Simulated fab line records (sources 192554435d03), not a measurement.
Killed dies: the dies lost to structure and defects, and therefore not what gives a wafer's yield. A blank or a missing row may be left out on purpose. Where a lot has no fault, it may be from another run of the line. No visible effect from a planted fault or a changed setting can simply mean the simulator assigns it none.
Matching of chambers || flow n5_finfet || N5_SD_EPI_P_SD_RECESS_17 on rie_si-02: 4 sister chambers
The step chemistry HBr/Cl2/O2, target depth 39.1 nm, bt time 3 s. 8 wafers are shown with their chamber, then 7 later ones without.

== WAFERS WITH THEIR CHAMBER ==
{"wafer": "L725.5", "chamber": 2, "throttle_valve_pct (%)": 36.68, "drypump_motor_current_A (A)": 5.5}
{"wafer": "L726.1", "chamber": 3, "throttle_valve_pct (%)": 37.43, "drypump_motor_current_A (A)": 6.0}
{"wafer": "L726.5", "chamber": 1, "throttle_valve_pct (%)": 37.11, "drypump_motor_current_A (A)": 5.9}
{"wafer": "L730.2", "chamber": 3, "throttle_valve_pct (%)": 37.45, "drypump_motor_current_A (A)": 6.0}
{"wafer": "L730.5", "chamber": 0, "throttle_valve_pct (%)": 36.92, "drypump_motor_current_A (A)": 6.1}
{"wafer": "L730.6", "chamber": 1, "throttle_valve_pct (%)": 37.11, "drypump_motor_current_A (A)": 5.9}
{"wafer": "L736.1", "chamber": 2, "throttle_valve_pct (%)": 36.68, "drypump_motor_current_A (A)": 5.6}
{"wafer": "L736.4", "chamber": 0, "throttle_valve_pct (%)": 36.93, "drypump_motor_current_A (A)": 6.1}

== WAFERS WHOSE CHAMBER IS MISSING ==
{"wafer": "L736.5", "throttle_valve_pct (%)": 37.44, "drypump_motor_current_A (A)": 6.0}
{"wafer": "L740.1", "throttle_valve_pct (%)": 37.44, "drypump_motor_current_A (A)": 6.0}
{"wafer": "L740.5", "throttle_valve_pct (%)": 37.44, "drypump_motor_current_A (A)": 6.0}
{"wafer": "L740.6", "throttle_valve_pct (%)": 36.92, "drypump_motor_current_A (A)": 6.1}
{"wafer": "L741.4", "throttle_valve_pct (%)": 37.46, "drypump_motor_current_A (A)": 6.0}
{"wafer": "L741.5", "throttle_valve_pct (%)": 36.68, "drypump_motor_current_A (A)": 5.6}
{"wafer": "L741.6", "throttle_valve_pct (%)": 37.11, "drypump_motor_current_A (A)": 5.9}

== WHICH CHAMBER EACH ONE RAN IN ==
{"wafer": "L736.5", "from the rows above": 3, "in truth": 3}
{"wafer": "L740.1", "from the rows above": 3, "in truth": 3}
{"wafer": "L740.5", "from the rows above": 3, "in truth": 3}
{"wafer": "L740.6", "from the rows above": 0, "in truth": 0}
{"wafer": "L741.4", "from the rows above": 3, "in truth": 3}
{"wafer": "L741.5", "from the rows above": 2, "in truth": 2}
{"wafer": "L741.6", "from the rows above": 1, "in truth": 1}
Correct placement for 7 of the 7. Can't be placed from these rows: 0. 0 placed wrongly.
How it was worked out, from the rows above alone: a wafer's distance from a chamber is the root of the sum, over the readings, of the square of ((its reading less the chamber's mean) divided by the reading's scatter). The wafer belongs to the nearest chamber; if the next one is less than 2 further off, it can't be placed. Each chamber's mean is taken over the wafers shown for it. How the scatter is found: for the shown wafers, subtract from each reading the mean of its chamber, square and add these, divide the total by (wafers less chambers), then take the root.
